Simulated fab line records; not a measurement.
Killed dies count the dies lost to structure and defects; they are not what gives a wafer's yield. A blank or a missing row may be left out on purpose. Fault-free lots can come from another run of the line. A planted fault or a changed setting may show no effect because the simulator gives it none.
A lot that was struck, set against a sound lot ; flow nand-harc ; 14 steps out of a route of 1302
Sound: these wafers, L919.2, L919.5, L919.6. Wafers L911.2, L911.3, L911.6 were the ones struck. The cause comes at the end.
Each step with rows lists, per side, the tool, then ch with its chambers, then its first start. Under that, the readings that differ: sound wafers ; struck wafers ; difference of the means ; sigmas: that difference in standard deviations of wafers without a fault.
alike: readings with means less than 2 such deviations apart, plus words and numbers identical on both sides. not compared: withheld readings, readings lacking a value on some wafer, bounds such as >300 that could conceal the same value, and numbers that have no deviation in the record and whose values overlap.
A row with sigmas, a row that says differs or no value, or rows on one side alone: a step with any of these is where the two part. Numbers that don't overlap but have no deviation are shown without sigmas and don't part them. A reading that every wafer of one side lacks parts them only if that side has two wafers or more.

first, 3 steps without rows for these wafers: NHARC_A_STAIRCASE_ETCH_13 (etches the open film in C4F8/O2, target depth 100 nm, time 40.5 s); NHARC_A_STAIRCASE_TRIM_14 (chemistry O2, time 211.2 s); NHARC_A_STAIRCASE_ETCH_15 (etches the open film in C4F8/O2, target depth 100 nm, time 40.5 s).
NHARC_A_STAIRCASE_TRIM_16: chemistry O2, time 211.2 s.
  sound on rie-diel-04 ch 0,1; struck on rie-diel-04 ch 0,1
  alike: chamber-pressure-mTorr, drypump-motor-current-A, oes-product-au, rf-vpp-V, showerhead-plenum-p-Torr, throttle-valve-pct
  not compared: rf-hours-counter-h
NHARC_A_STAIRCASE_ETCH_17: etches the open film in C4F8/O2, target depth 100 nm, time 40.5 s.
  sound on rie-diel-04 ch 2,3; struck on rie-diel-04 ch 0,3
  alike: oes-product-au, rf-vpp-V
  not compared: rf-hours-counter-h
then, 1 step without rows for these wafers: NHARC_A_STAIRCASE_TRIM_18 (chemistry O2, time 211.2 s).
NHARC_A_STAIRCASE_ETCH_19: etches the open film in C4F8/O2, target depth 100 nm, time 40.5 s.
  sound on rie-diel-04 ch 0,1,2; struck on rie-diel-04 ch 0,3
  alike: oes-product-au, rf-vpp-V
  not compared: rf-hours-counter-h
NHARC_A_STAIRCASE_TRIM_20: chemistry O2, time 211.2 s.
  sound on rie-diel-03 ch 0,1,2, day 24 01:43; struck on rie-diel-10 ch 1,2,3, day 20 02:41
  alike: chamber-pressure-mTorr, drypump-motor-current-A, oes-product-au, rf-vpp-V, showerhead-plenum-p-Torr, throttle-valve-pct
  not compared: rf-hours-counter-h
then, 3 steps without rows for these wafers: NHARC_A_STAIRCASE_ETCH_21 (etches the open film in C4F8/O2, target depth 100 nm, time 40.5 s); NHARC_A_STAIRCASE_TRIM_22 (chemistry O2, time 211.2 s); NHARC_A_STAIRCASE_ETCH_23 (etches the open film in C4F8/O2, target depth 100 nm, time 40.5 s).
NHARC_A_STAIRCASE_TRIM_24: chemistry O2, time 211.2 s.
  sound on rie-diel-03 ch 0,1,2, day 24 02:14; struck on rie-diel-10 ch 1,3, day 20 03:30
  no value came back on the struck wafers for any of 7 readings (bias-w (W), chamber-pressure-mTorr (mTorr) and others); on the sound wafers bias-w (W) reads 0 0 0
  not compared: rf-hours-counter-h
NHARC_A_STAIRCASE_ETCH_25: etches the open film in C4F8/O2, target depth 100 nm, time 40.5 s.
  sound on rie-diel-03 ch 0,1; struck on rie-diel-10 ch 2,3
  alike: oes-product-au, rf-vpp-V
  not compared: rf-hours-counter-h
-- record jumps: 12 days between struck wafers' starts before vs after; left off in module A_STAIRCASE, resumes in module END, first step shown is number 1302 of the route --
NHARC_END_SORT_01:
  at this point the record logs the struck wafers (prober-02 ch 0, day 31 17:40) and has no rows for the sound ones

## WHERE THEY PART
Last at NHARC_END_SORT_01 as far as this record goes, first at NHARC_A_STAIRCASE_TRIM_24.

WHY: what the simulator had put in
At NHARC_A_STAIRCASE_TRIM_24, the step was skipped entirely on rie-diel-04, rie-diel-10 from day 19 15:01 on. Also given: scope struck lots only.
